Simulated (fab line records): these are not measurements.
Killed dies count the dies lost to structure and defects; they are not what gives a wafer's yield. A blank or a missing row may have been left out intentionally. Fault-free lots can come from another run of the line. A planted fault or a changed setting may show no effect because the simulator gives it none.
A lot that was struck, set against a sound lot    flow n5_finfet    19 out of 1938 route steps
Sound: the wafers L253.3, L253.4, L253.6. Struck: wafer L259.3 (L259.2, L259.5, from the same lot, were not struck and are left out); the cause is given at the end.
Each step with rows lists, per side, the tool, then ch with its chambers, then its first start. Under that, the readings that differ: sound wafers    struck wafers    difference of the means    sigmas: that difference in standard deviations of wafers without a fault.
alike: words and numbers the same on both sides, and readings whose means are apart by under 2 such deviations; not compared: readings that were withheld, readings missing a value for some wafer, numbers with overlapping values and no deviation given by the record, and bounds like >300 which may hide the same value.
The two part at a step that has a row with sigmas, a row that says differs or no value, or rows on one side only. Non-overlapping numbers with no deviation appear without sigmas and do not part them. A reading missing from all wafers of one side parts the sides only when that side holds two or more wafers.

N5_BEOL_M13_CMP_49: polishes, stops on SiOC, t overpolish 17.1 s, target thk 420 nm.
  sound on cmp-02 ch 2,3, day 11 09:13; struck on cmp-01 ch 2, day 13 08:15
  alike: barrier_field_endpoint_s, motor_current_A, overpolish_run_s
N5_BEOL_M13_THK_MEAS_50: measures by xrf.
  struck on film_metro-02, day 13 08:33; sound on film_metro-01, day 11 09:31
  alike: M13_THK
then, 1 step without rows for these wafers: N5_BEOL_M13_PRE_CLEAN_52 (time 15 s).
N5_BEOL_M13_DEP_53: deposits SiCN from 3MS/NH3, target thk 50 nm, time 17.8 s.
  sound on pecvd-02 ch 0,1,2, day 11 09:34; struck on pecvd-01 ch 2, day 13 08:37
  alike: showerhead_plenum_p_Torr, throttle_valve_pct
N5_BEOL_M13_RS_MEAS_54: a four-point-probe measurement.
  struck on film_metro-02, day 13 08:40; sound on film_metro-01, day 11 09:38
  alike: M13_RS
N5_BEOL_M13_INSPECT_55: inspects for defects (darkfield).
  struck on defect_inspect-01, day 13 08:42; sound on defect_inspect-02, day 11 09:40
  alike: raw_defect_count
N5_BEOL_M14_ILD_DEP_00: deposits SiO2 from TEOS/O2, target thk 1119.3 nm, time 237.4 s.
  sound on pecvd-04 ch 0,2, day 11 09:42; struck on pecvd-02 ch 0, day 13 08:44
reading             sound        struck  difference  sigmas
heater_power_w (W)  763 514 616  297     -334        -2
  alike: showerhead_plenum_p_Torr, throttle_valve_pct
N5_BEOL_M14_THK_MEAS_01:
  struck on film_metro-02, day 13 08:56; sound on film_metro-01, day 11 09:53
  alike: M14_ILD_THK
then, 4 steps without rows for these wafers: N5_BEOL_M14_COAT_58 (time 60 s, resist thk 89 nm); N5_BEOL_M14_COAT_04 (resist thk 800 nm); N5_BEOL_M14_EBR_06; N5_BEOL_M14_SOFTBAKE_05 (time 60 s).
N5_BEOL_M14_EXPOSE_07: exposes mask V13.
  sound on krf_scanner-02 ch 0, day 11 10:10; struck on krf_scanner-01 ch 0, day 13 09:04
  alike: mask, stage_vel_mm_s
then, 3 steps without rows for these wafers: N5_BEOL_M14_PEB_08 (peb time 90 s); N5_BEOL_M14_DEVELOP_09 (develop time 45 s); N5_BEOL_M14_HARDBAKE_14 (time 120 s).
N5_BEOL_M14_CD_MEAS_10: target cd 250 nm.
  sound on cd_sem-03 ch 0, day 11 10:19; struck on cd_sem-02 ch 0, day 13 09:14
reading     sound              struck  difference  sigmas
cd_nm (nm)  251.3 251.1 253.2  242.4   -9.5        -5
N5_BEOL_M14_OVL_MEAS_11:
  sound on overlay-01 ch 0, day 11 10:21; struck on overlay-01 ch 0, day 13 09:16
  alike: V13_OVL
N5_PASSIVATION_PROBE_49:
  struck on prober-02, day 14 12:13; sound on prober-02, day 12 12:23
  alike: defect_limited_yield, killed_at_M0_to_M3, killed_at_M4_up, killed_at_contacts, killed_at_front_end, killed_at_other, killed_dies, killed_open, killed_short, sort_bin_5_function, sort_bin_6_memory, sort_n_pass, sort_yield_pct

## WHERE THEY PART
At N5_BEOL_M14_ILD_DEP_00 first; at N5_BEOL_M14_CD_MEAS_10 last (within this record only). Later steps at which nothing parts them and some readings are alike: N5_BEOL_M14_OVL_MEAS_11, N5_PASSIVATION_PROBE_49.

WHY: what the simulator had put in
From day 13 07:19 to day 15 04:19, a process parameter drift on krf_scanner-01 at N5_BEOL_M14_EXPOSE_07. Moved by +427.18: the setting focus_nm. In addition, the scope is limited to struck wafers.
